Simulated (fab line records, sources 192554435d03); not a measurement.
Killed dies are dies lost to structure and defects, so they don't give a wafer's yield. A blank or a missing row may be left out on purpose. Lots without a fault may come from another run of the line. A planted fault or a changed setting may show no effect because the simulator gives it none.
Which tool did it? | flow n5_finfet | 24 lots, 72 wafers sampled, at 3 steps of a route of 1938

WHAT THE GAUGES READ, wafer by wafer
N5_HKMG_FIN_INSPECT_61: inspects for defects (macro). Usual: raw_defect_count 2.0, standard deviation 1.3.
lot  | measured    | on                | raw_defect_count | flag
L074 | day 4 01:50 | defect_inspect-02 | 1 1 1            |
L075 | day 4 08:37 | defect_inspect-02 | 1 3 0            |
L076 | day 4 11:43 | defect_inspect-02 | 3 2 1            |
L077 | day 4 16:43 | defect_inspect-02 | 1 2 2            |
L078 | day 4 23:09 | defect_inspect-02 | 1 1 4            |
L079 | day 5 07:40 | defect_inspect-01 | 1 0 2            |
L080 | day 5 13:00 | defect_inspect-01 | 3 2 3            |
L081 | day 5 19:01 | defect_inspect-01 | 1 2 1            |
L082 | day 6 05:05 | defect_inspect-01 | 5 2 3            |
L083 | day 6 07:36 | defect_inspect-02 | 0 2 2            |
L084 | day 6 14:04 | defect_inspect-02 | 3 3 2            |
L086 | day 7 00:43 | defect_inspect-02 | 1 2 2            |
L085 | day 7 05:05 | defect_inspect-01 | 2 1 1            |
L087 | day 7 07:43 | defect_inspect-01 | 3 6 4            |
L088 | day 7 12:14 | defect_inspect-01 | 0 2 2            |
L089 | day 7 19:58 | defect_inspect-02 | 0 3 3            |
L090 | day 7 22:41 | defect_inspect-01 | 1 2 1            |
L091 | day 8 05:10 | defect_inspect-01 | 1 1 3            |
L092 | day 8 10:46 | defect_inspect-01 | 3 4 3            |
L093 | day 8 17:41 | defect_inspect-02 | 1 1 1            |
L094 | day 9 00:23 | defect_inspect-01 | 2 1 4            |
L095 | day 9 06:15 | defect_inspect-01 | 2 1 1            |
L096 | day 9 11:46 | defect_inspect-02 | 3 1 3            |
L097 | day 9 20:20 | defect_inspect-01 | 0 2 1            |

N5_HKMG_FIN_OVL_MEAS_13. Usual: NWFM_OVL 0.0 nm, standard deviation 0.67.
lot  | measured     | on         | NWFM_OVL (nm)  | flag
L074 | day 4 06:15  | overlay-02 | -1.0 -0.4 0.1  |
L075 | day 4 12:05  | overlay-02 | 0.6 0.7 0.8    |
L076 | day 4 15:14  | overlay-02 | 0.0 -0.3 -0.6  |
L077 | day 4 19:56  | overlay-02 | -0.5 -0.2 -0.9 |
L078 | day 5 02:22  | overlay-02 | 1.0 0.6 0.3    |
L079 | day 5 11:22  | overlay-02 | 1.0 0.4 0.0    |
L080 | day 5 16:31  | overlay-02 | -0.5 -0.6 -1.5 |
L081 | day 5 22:39  | overlay-02 | -0.8 -0.3 0.1  |
L082 | day 6 08:26  | overlay-02 | 0.1 -0.2 -0.1  |
L083 | day 6 11:18  | overlay-01 | 0.5 0.1 -0.1   |
L084 | day 6 17:25  | overlay-02 | 0.6 0.2 0.0    |
L086 | day 7 04:12  | overlay-01 | 0.1 0.0 0.1    |
L085 | day 7 08:31  | overlay-02 | -0.2 0.2 -0.1  |
L087 | day 7 11:04  | overlay-01 | 1.3 0.8 -1.0   |
L088 | day 7 15:27  | overlay-01 | -0.4 -0.5 -0.4 |
L089 | day 7 23:12  | overlay-02 | 1.0 1.5 0.0    |
L090 | day 8 02:22  | overlay-01 | -0.5 -0.1 -0.1 |
L091 | day 8 08:31  | overlay-02 | -0.3 -0.5 -0.2 |
L092 | day 8 14:08  | overlay-02 | 0.1 -0.4 -0.7  |
L093 | day 8 21:06  | overlay-01 | -0.1 -0.3 0.9  |
L094 | day 9 03:40  | overlay-01 | 0.3 1.2 1.6    |
L095 | day 9 09:53  | overlay-02 | 0.9 1.4 -0.2   |
L096 | day 9 15:22  | overlay-02 | -0.2 -0.6 0.0  |
L097 | day 10 01:14 | overlay-02 | 0.6 -0.5 0.9   |

WHICH TOOL RAN EACH LOT (tool, then ch and the chambers of the sampled wafers, then the start)
lot  | N5_HKMG_FIN_ALD_74
L074 | ald_hk-03 ch 0,2,3, day 4 01:14
L075 | ald_hk-02 ch 2,3, day 4 08:01
L076 | ald_hk-02 ch 0,2,3, day 4 11:07
L077 | ald_hk-03 ch 0,1, day 4 16:07
L078 | ald_hk-02 ch 0,2,3, day 4 22:33
L079 | ald_hk-03 ch 0,2,3, day 5 07:04
L080 | ald_hk-01 ch 1,2,3, day 5 12:24
L081 | ald_hk-03 ch 1,2,3, day 5 18:25
L082 | ald_hk-03 ch 0,2,3, day 6 04:29
L083 | ald_hk-02 ch 0,1,2, day 6 07:01
L084 | ald_hk-01 ch 0,1,2, day 6 13:20
L086 | ald_hk-02 ch 0,1, day 7 00:07
L085 | ald_hk-03 ch 0,1,2, day 7 04:28
L087 | ald_hk-02 ch 0,1,3, day 7 07:07
L088 | ald_hk-02 ch 1,3, day 7 11:46
L089 | ald_hk-03 ch 0,2,3, day 7 19:13
L090 | ald_hk-01 ch 1,2,3, day 7 22:05
L091 | ald_hk-01 ch 0,1,3, day 8 04:34
L092 | ald_hk-03 ch 1,2,3, day 8 10:17
L093 | ald_hk-01 ch 1,2,3, day 8 17:05
L094 | ald_hk-02 ch 1,3, day 8 23:47
L095 | ald_hk-03 ch 0,3, day 9 05:47
L096 | ald_hk-03 ch 1,2, day 9 11:10
L097 | ald_hk-01 ch 0,1,2, day 9 17:51
- N5_HKMG_FIN_ALD_74: deposits La2O3, target thk 0.5 nm, pulse time 6 s, co reactant pulse time 1 s.

WHAT THE TOOLS THEMSELVES READ (means of the sampled wafers that have a number; where no wafer has one, the mark that the record gives instead)
N5_HKMG_FIN_ALD_74. Usual: heater_power_w 356 W, standard deviation 42; precursor_pulse_height_rel 0.996, standard deviation 0.022.
lot  | tool      | heater_power_w (W) | precursor_pulse_height_rel | flag
L074 | ald_hk-03 | 346                | 0.976                      |
L075 | ald_hk-02 | 304                | 0.990                      |
L076 | ald_hk-02 | 343                | 1.007                      |
L077 | ald_hk-03 | 324                | 0.990                      |
L078 | ald_hk-02 | 333                | 0.992                      |
L079 | ald_hk-03 | 339                | 0.991                      |
L080 | ald_hk-01 | 381                | 0.998                      |
L081 | ald_hk-03 | 351                | 0.983                      |
L082 | ald_hk-03 | 345                | 1.001                      |
L083 | ald_hk-02 | 359                | 1.001                      |
L084 | ald_hk-01 | 387                | 0.974                      |
L086 | ald_hk-02 | 391                | 0.980                      |
L085 | ald_hk-03 | 355                | 1.009                      |
L087 | ald_hk-02 | 379                | 0.986                      |
L088 | ald_hk-02 | 372                | 1.026                      |
L089 | ald_hk-03 | 348                | 0.989                      |
L090 | ald_hk-01 | 380                | 1.002                      |
L091 | ald_hk-01 | 373                | 0.989                      |
L092 | ald_hk-03 | 355                | 1.006                      |
L093 | ald_hk-01 | 385                | 0.999                      |
L094 | ald_hk-02 | 366                | 1.001                      |
L095 | ald_hk-03 | 314                | 0.997                      |
L096 | ald_hk-03 | 392                | 1.005                      |
L097 | ald_hk-01 | 388                | 0.998                      |

THE ANSWER, worked out from the rows above alone
Rule: a lot is off if the mean of its wafers that have a number lies more than 3 standard deviations from the usual mean. A lot without any number at a reading at which 4 lots or more have one is off too. The other lots that the step has rows for count as sound. The gauges are gone through in route order, then the tools' own readings, and for those a lot's mean is taken as printed above. The first step at which some lot is off is used, and at that step the reading that is off furthest; a lot without a number counts as furthest.
No lot is off at any reading shown: from this, nothing can be told.

WHAT THE SIMULATOR HAD PUT IN
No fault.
